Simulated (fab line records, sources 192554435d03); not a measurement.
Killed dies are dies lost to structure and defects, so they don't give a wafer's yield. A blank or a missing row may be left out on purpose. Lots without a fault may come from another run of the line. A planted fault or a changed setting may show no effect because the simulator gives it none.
Which tool did it? | flow n5_finfet | 12 lots, 32 wafers sampled, at 5 steps of a route of 1938

WHAT THE GAUGES READ, wafer by wafer
N5_DUMMY_GATE_INSPECT_27: inspects for defects (brightfield).
lot  | measured    | on                | raw_defect_count
L930 | day 5 19:30 | defect_inspect-02 | 334 381 310
L931 | day 6 03:34 | defect_inspect-01 | 380 239 187
L932 | day 6 05:45 | defect_inspect-02 | 297 275 251
L933 | day 6 14:25 | defect_inspect-01 | 404 264 290
L934 | day 6 17:18 | defect_inspect-01 | 473 444 458
L935 | day 7 01:23 | defect_inspect-02 | 167 293 213
L936 | day 7 07:14 | defect_inspect-02 | 345 360 336
L937 | day 7 11:14 | defect_inspect-02 | 346 319
L938 | day 7 15:35 | defect_inspect-02 | 457 364 315
L939 | day 7 23:15 | defect_inspect-01 | 249 170
L940 | day 8 04:21 | defect_inspect-02 | 186 127
L941 | day 8 12:07 | defect_inspect-02 | 239 206

N5_SD_EPI_N_INSPECT_11: inspects for defects (macro).
lot  | measured    | on                | raw_defect_count
L930 | day 5 21:38 | defect_inspect-02 | 1 1 1
L931 | day 6 04:30 | defect_inspect-02 | 1 3 1
L932 | day 6 06:49 | defect_inspect-01 | 3 2 2
L933 | day 6 15:28 | defect_inspect-01 | 1 5 5
L934 | day 6 18:26 | defect_inspect-01 | 0 4 1
L935 | day 7 02:26 | defect_inspect-01 | 2 2 1
L936 | day 7 08:10 | defect_inspect-02 | 2 2 1
L937 | day 7 12:49 | defect_inspect-02 | 2 1
L938 | day 7 16:55 | defect_inspect-01 | 0 3 5
L939 | day 8 00:23 | defect_inspect-02 | 3 5
L940 | day 8 05:40 | defect_inspect-01 | 1 3
L941 | day 8 13:10 | defect_inspect-02 | 0 3

N5_BEOL_M4_RC_MEAS_101.
lot  | measured     | on        | DIBL_N (mV/V)  | DIBL_P (mV/V)  | IOFF_N (nA/um)    | IOFF_N_LONG (nA/um)        | IOFF_P (nA/um) | ION_N (uA/um) | ION_P (uA/um) | SS_N (mV/dec)  | SS_P (mV/dec)  | VT_N (mV)   | VT_P (mV)
L930 | day 10 19:08 | prober-01 | 36.5 37.5 35.9 | 38.2 39.4 37.8 | 0.168 0.189 0.156 | 7.74e-05 7.37e-05 7.56e-05 | 0.24 0.26 0.22 | 681 684 664   | 468 466 456   | 71.7 71.4 71.2 | 74.0 74.6 74.6 | 248 248 250 | -251 -249 -252
L931 | day 11 00:25 | prober-02 | 36.0 34.2 34.3 | 34.4 33.2 32.7 | 0.130 0.115 0.117 | 7.45e-05 7.55e-05 7.58e-05 | 0.18 0.17 0.16 | 656 662 667   | 460 463 459   | 71.4 70.5 70.8 | 73.0 72.5 72.9 | 255 254 256 | -253 -256 -257
L932 | day 11 02:11 | prober-01 | 36.0 35.3 36.1 | 36.9 37.5 37.5 | 0.149 0.154 0.155 | 7.17e-05 7.09e-05 7.23e-05 | 0.19 0.20 0.20 | 673 678 684   | 460 469 471   | 72.0 71.4 71.8 | 73.3 73.2 74.1 | 250 253 251 | -254 -252 -256
L933 | day 11 05:39 | prober-01 | 37.1 36.4 37.3 | 37.1 36.7 37.1 | 0.172 0.171 0.188 | 5.53e-05 5.61e-05 5.58e-05 | 0.22 0.21 0.21 | 685 678 676   | 467 462 463   | 71.9 72.1 71.7 | 73.7 73.8 73.6 | 251 249 249 | -254 -251 -252
L934 | day 12 11:51 | prober-01 | 39.2 36.6 36.7 | 41.0 37.4 37.9 | 0.242 0.177 0.181 | 5.82e-05 5.83e-05 5.91e-05 | 0.30 0.23 0.24 | 688 682 679   | 471 470 469   | 72.4 72.3 72.8 | 74.4 73.9 73.5 | 243 247 247 | -245 -248 -246
L935 | day 12 13:32 | prober-01 | 35.6 36.2 33.8 | 35.3 35.9 34.1 | 0.145 0.151 0.119 | 5.49e-05 5.49e-05 5.33e-05 | 0.19 0.20 0.16 | 679 674 669   | 464 459 461   | 71.6 71.7 70.7 | 72.9 73.0 71.9 | 250 250 253 | -253 -252 -253
L936 | day 12 12:45 | prober-02 | 34.3 33.1 35.6 | 35.0 34.0 37.1 | 0.128 0.112 0.155 | 5.23e-05 5.03e-05 5.14e-05 | 0.18 0.17 0.21 | 662 660 689   | 465 458 472   | 71.2 71.3 71.4 | 72.5 72.6 73.0 | 253 255 249 | -251 -252 -252
L937 | day 12 16:46 | prober-01 | 36.1 34.9      | 36.7 35.5      | 0.142 0.133       | 5.42e-05 5.46e-05          | 0.19 0.18      | 666 673       | 457 463       | 71.4 71.2      | 73.5 72.8      | 254 252     | -251 -251
L938 | day 12 16:40 | prober-02 | 35.7 38.5 37.5 | 34.2 38.1 35.7 | 0.147 0.206 0.178 | 5.82e-05 5.71e-05 5.87e-05 | 0.22 0.27 0.23 | 666 692 697   | 458 471 476   | 71.0 72.0 71.6 | 72.6 74.1 73.1 | 250 245 249 | -248 -246 -250
L939 | day 13 12:14 | prober-01 | 33.4 32.2      | 31.5 30.3      | 0.118 0.107       | 5.55e-05 5.62e-05          | 0.16 0.15      | 669 668       | 455 461       | 71.0 69.9      | 72.4 72.7      | 252 255     | -255 -254
L940 | day 13 12:34 | prober-02 | 34.3 34.5      | 34.8 34.4      | 0.135 0.128       | 5.76e-05 5.69e-05          | 0.20 0.18      | 665 665       | 463 462       | 71.1 70.9      | 73.0 73.1      | 251 253     | -249 -252
L941 | day 13 18:03 | prober-01 | 36.7 35.5      | 35.4 34.4      | 0.172 0.151       | 5.94e-05 5.91e-05          | 0.21 0.20      | 682 684       | 463 465       | 71.5 71.0      | 73.3 73.7      | 247 246     | -250 -248

WHICH TOOL RAN EACH LOT (tool, then ch and the chambers of the sampled wafers, then the start)
lot  | N5_SPACER0_ALD_08                | N5_SD_EPI_N_WET_ETCH_43
L930 | ald_sin-03 ch 0,2,3, day 5 20:59 | wet_bench-03 ch 1,4,6, day 5 22:38
L931 | ald_sin-03 ch 0,1,3, day 6 04:01 | wet_bench-01 ch 1,2,6, day 6 05:25
L932 | ald_sin-01 ch 0,1,2, day 6 06:12 | wet_bench-06 ch 0,1,6, day 6 07:44
L933 | ald_sin-03 ch 0,3, day 6 14:52   | wet_bench-01 ch 2,3,4, day 6 16:23
L934 | ald_sin-03 ch 0,1,3, day 6 17:50 | wet_bench-06 ch 1,3,4, day 6 19:21
L935 | ald_sin-04 ch 0,1, day 7 01:49   | wet_bench-01 ch 1,4,6, day 7 03:20
L936 | ald_sin-03 ch 0,2,3, day 7 07:41 | wet_bench-01 ch 5,6,7, day 7 09:34
L937 | ald_sin-03 ch 0,3, day 7 12:11   | wet_bench-01 ch 1,4, day 7 13:43
L938 | ald_sin-03 ch 0,3, day 7 16:25   | wet_bench-06 ch 4,5,7, day 7 17:55
L939 | ald_sin-03 ch 1, day 7 23:47     | wet_bench-06 ch 3,6, day 8 01:17
L940 | ald_sin-04 ch 0,3, day 8 05:07   | wet_bench-06 ch 2,4, day 8 06:55
L941 | ald_sin-01 ch 1, day 8 12:34     | wet_bench-06 ch 3,5, day 8 14:05
- N5_SPACER0_ALD_08: deposits SiNx, target thk 2 nm.
- N5_SD_EPI_N_WET_ETCH_43: etches SiO2 in dHF, time 14 s, target depth 1.5 nm.

WHAT THE TOOLS THEMSELVES READ (means of the sampled wafers that have a number; where no wafer has one, the mark that the record gives instead)
N5_SPACER0_ALD_08.
lot  | tool       | heater_power_w (W)
L930 | ald_sin-03 | 806
L931 | ald_sin-03 | 849
L932 | ald_sin-01 | 791
L933 | ald_sin-03 | 889
L934 | ald_sin-03 | 831
L935 | ald_sin-04 | 811
L936 | ald_sin-03 | 791
L937 | ald_sin-03 | 850
L938 | ald_sin-03 | 892
L939 | ald_sin-03 | 824
L940 | ald_sin-04 | 760
L941 | ald_sin-01 | 754

N5_SD_EPI_N_WET_ETCH_43.
lot  | tool         | temp_c (C)
L930 | wet_bench-03 | -
L931 | wet_bench-01 | -
L932 | wet_bench-06 | -
L933 | wet_bench-01 | 25.00
L934 | wet_bench-06 | 25.00
L935 | wet_bench-01 | 24.95
L936 | wet_bench-01 | 25.03
L937 | wet_bench-01 | 25.00
L938 | wet_bench-06 | 25.01
L939 | wet_bench-06 | 25.04
L940 | wet_bench-06 | 25.00
L941 | wet_bench-06 | 24.82

THE ANSWER, worked out from the rows above alone
Rule: what is usual is taken from the lots themselves. Put in order of their means at a reading, lots are off if they are a third of the lots or fewer, leave a main group of 4 or more, and stand apart from it by a gap of 3 or more times the standard deviation of the main group's means; of several such gaps the widest counts. A main group whose means are all the same, to the digits that the tables above print for the reading, isn't used. A lot without any number at a reading at which 4 lots or more have one is off too. The other lots that the step has rows for count as sound. The gauges are gone through in route order, then the tools' own readings, and for those a lot's mean is taken as printed above. The first step at which some lot is off is used, and at that step the reading that is off furthest; a lot without a number counts as furthest.
Off: L930, L931, L932, at N5_BEOL_M4_RC_MEAS_101 (IOFF_N_LONG). The main group: mean 5.61e-05 nA/um, standard deviation 2.3e-06.
A tool fits if, at a process step before that reading, it ran every lot that is off, and no sound lot after the first of them. The gauges at N5_BEOL_M4_RC_MEAS_101 aren't tried: what is off there is off at N5_SD_EPI_N_WET_ETCH_43 too, on other tools, and a gauge's error can't cause that. None of those tried fits.

WHAT THE SIMULATOR HAD PUT IN
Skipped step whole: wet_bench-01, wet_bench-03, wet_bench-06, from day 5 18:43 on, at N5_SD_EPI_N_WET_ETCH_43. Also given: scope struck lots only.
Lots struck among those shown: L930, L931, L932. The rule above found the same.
